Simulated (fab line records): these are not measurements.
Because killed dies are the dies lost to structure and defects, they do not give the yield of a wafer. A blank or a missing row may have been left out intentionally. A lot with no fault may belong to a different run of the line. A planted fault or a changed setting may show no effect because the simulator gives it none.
2 desks looking at one fault :: flow nandHarc :: what lay behind the numbers comes last; until then each desk has only its own

## AT THE TOOL OWNER'S DESK: rieDiel-10
The tool's own readings at NHARC_P_M1_ETCH_35 (etches the open film in N2/H2, target depth 40 nm, overetch 12 nm, time 43.94 s): means of the sampled wafers that have a number, for each lot that ran on this tool. The brackets show how far a lot's mean lies from the usual mean; more than 4 standard deviations puts the lot out of limits, marked OUT.
Columns: A = biasW at NHARC_P_M1_ETCH_35, usual 150.0 W; B = chamberPressureMTorr at NHARC_P_M1_ETCH_35, usual 29.999 mTorr; C = drypumpMotorCurrentA at NHARC_P_M1_ETCH_35, usual 5.9 A; D = oesProductAu at NHARC_P_M1_ETCH_35, usual 1.000 a.u.; E = rfVppV at NHARC_P_M1_ETCH_35, usual 430 V; F = showerheadPlenumPTorr at NHARC_P_M1_ETCH_35, usual 2.03 Torr; G = throttleValvePct at NHARC_P_M1_ETCH_35, usual 14.171 %
lot: L267
first seen here: day 6 11:30
A: 150.0
B: 29.996
C: 5.9
D: 0.998
E: 429
F: 2.03
G: 14.177

lot: L269
first seen here: day 6 23:54
A: 149.6
B: 30.004
C: 6.0
D: 0.995
E: 432
F: 2.08
G: 14.176

lot: L271
first seen here: day 8 00:14
A: 149.9
B: 30.007
C: 6.2
D: 0.985
E: 429
F: 2.01
G: 14.168

lot: L281
first seen here: day 12 07:03
A: 150.3
B: 30.013
C: 6.3
D: 0.892 (-12) OUT
E: 432
F: 2.06
G: 14.176

lot: L282
first seen here: day 12 07:45
A: 149.7
B: 30.015
C: 6.0
D: 0.949 (-5.4) OUT
E: 431
F: 2.08
G: 14.177

lot: L283
first seen here: day 12 22:01
A: 149.9
B: 29.984
C: 6.3
D: 0.947 (-5.7) OUT
E: 431
F: 2.04
G: 14.176
This desk's finding: out of limits on L281, L282, L283; first on L281, day 12 07:03 (oesProductAu at NHARC_P_M1_ETCH_35). L267, L269, L271 stayed within limits.

## THE DEFECT DESK
What the inspections along the route counted, lot by lot: means of the sampled wafers that have a number. The brackets show how far a lot's mean lies from the usual mean; more than 4 standard deviations puts the lot out of limits, marked OUT.
Columns: A = rawDefectCount at NHARC_P_M1_INSPECT_11, usual 4.3
lot: L267
first seen here: day 6 11:21
A: 2.3

lot: L269
first seen here: day 6 23:45
A: 5.0

lot: L271
first seen here: day 8 00:05
A: 2.3

lot: L275
first seen here: day 9 16:30
A: 7.0

lot: L281
first seen here: day 12 06:54
A: 5.0

lot: L282
first seen here: day 12 07:36
A: 3.7

lot: L283
first seen here: day 12 21:52
A: 3.3

lot: L286
first seen here: day 14 02:19
A: 4.0

lot: L287
first seen here: day 14 16:26
A: 2.0

lot: L290
first seen here: day 15 23:12
A: 7.3
Result from this desk: across the 10 lots, nothing is out of limits.

## PUT TOGETHER
An alarm could have come from the tool owner's desk at day 12 07:03, on L281, L282, L283.
The defect desk saw nothing out of limits.
The defect desk has L281, L282, L283 on record, within its limits.
Of the lots named, all ran NHARC_P_M1_ETCH_35 on rieDiel-10.

## WHAT WAS PUT IN BY THE SIMULATOR
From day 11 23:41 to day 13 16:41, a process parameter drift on rieDiel-10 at NHARC_P_M1_ETCH_35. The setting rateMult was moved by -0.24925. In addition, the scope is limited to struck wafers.
Struck lots among those shown: L281, L282, L283.
Delay in hours, fault start to first out-of-limits reading, by desk: the tool owner's desk at 7.
